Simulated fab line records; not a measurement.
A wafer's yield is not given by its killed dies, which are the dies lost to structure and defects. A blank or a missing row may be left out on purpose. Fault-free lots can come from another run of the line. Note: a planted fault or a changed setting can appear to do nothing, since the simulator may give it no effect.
Chamber matching / flow n5-finfet / N5_BEOL_M2_CO_CAP_55 on cvd-co-02: 3 sister chambers
The step material Co, precursor CCTBA/H2, target thk 2 nm, time 102.1 s. 6 wafers are shown with their chamber, then 12 later ones without.

WAFERS, EACH WITH ITS CHAMBER
wafer=L087.4; chamber=2; heater-power-outer-w (W)=158; heater-power-w (W)=264
wafer=L087.5; chamber=1; heater-power-outer-w (W)=122; heater-power-w (W)=250
wafer=L087.6; chamber=0; heater-power-outer-w (W)=113; heater-power-w (W)=204
wafer=L090.1; chamber=1; heater-power-outer-w (W)=124; heater-power-w (W)=254
wafer=L090.2; chamber=0; heater-power-outer-w (W)=114; heater-power-w (W)=212
wafer=L090.3; chamber=2; heater-power-outer-w (W)=160; heater-power-w (W)=257

WAFERS WHOSE CHAMBER IS MISSING
wafer=L090.4; heater-power-outer-w (W)=113; heater-power-w (W)=212
wafer=L090.5; heater-power-outer-w (W)=155; heater-power-w (W)=253
wafer=L090.6; heater-power-outer-w (W)=125; heater-power-w (W)=245
wafer=L089.2; heater-power-outer-w (W)=156; heater-power-w (W)=259
wafer=L089.3; heater-power-outer-w (W)=122; heater-power-w (W)=244
wafer=L089.5; heater-power-outer-w (W)=154; heater-power-w (W)=264
wafer=L094.1; heater-power-outer-w (W)=120; heater-power-w (W)=250
wafer=L094.3; heater-power-outer-w (W)=114; heater-power-w (W)=206
wafer=L094.4; heater-power-outer-w (W)=154; heater-power-w (W)=259
wafer=L096.3; heater-power-outer-w (W)=113; heater-power-w (W)=208
wafer=L096.4; heater-power-outer-w (W)=112; heater-power-w (W)=207
wafer=L096.5; heater-power-outer-w (W)=157; heater-power-w (W)=267

WHICH CHAMBER EACH WENT THROUGH
wafer=L090.4; from the rows above=0; in truth=0
wafer=L090.5; from the rows above=2; in truth=2
wafer=L090.6; from the rows above=1; in truth=1
wafer=L089.2; from the rows above=2; in truth=2
wafer=L089.3; from the rows above=1; in truth=1
wafer=L089.5; from the rows above=2; in truth=2
wafer=L094.1; from the rows above=1; in truth=1
wafer=L094.3; from the rows above=0; in truth=0
wafer=L094.4; from the rows above=2; in truth=2
wafer=L096.3; from the rows above=0; in truth=0
wafer=L096.4; from the rows above=0; in truth=0
wafer=L096.5; from the rows above=2; in truth=2
Correctly placed: 12 of 12. Number that these rows cannot place: 0. Wrongly placed: 0.
How it was worked out, from the rows above alone: a wafer's distance from a chamber is the root of the sum, over the readings, of the square of ((its reading less the chamber's mean) divided by the reading's scatter). The wafer belongs to the nearest chamber; if the next one is less than 2 further off, it can't be placed. For every chamber, the mean is computed from those of its wafers that are shown. How the scatter is found: for the shown wafers, subtract from each reading the mean of its chamber, square and add these, divide the total by (wafers less chambers), then take the root.
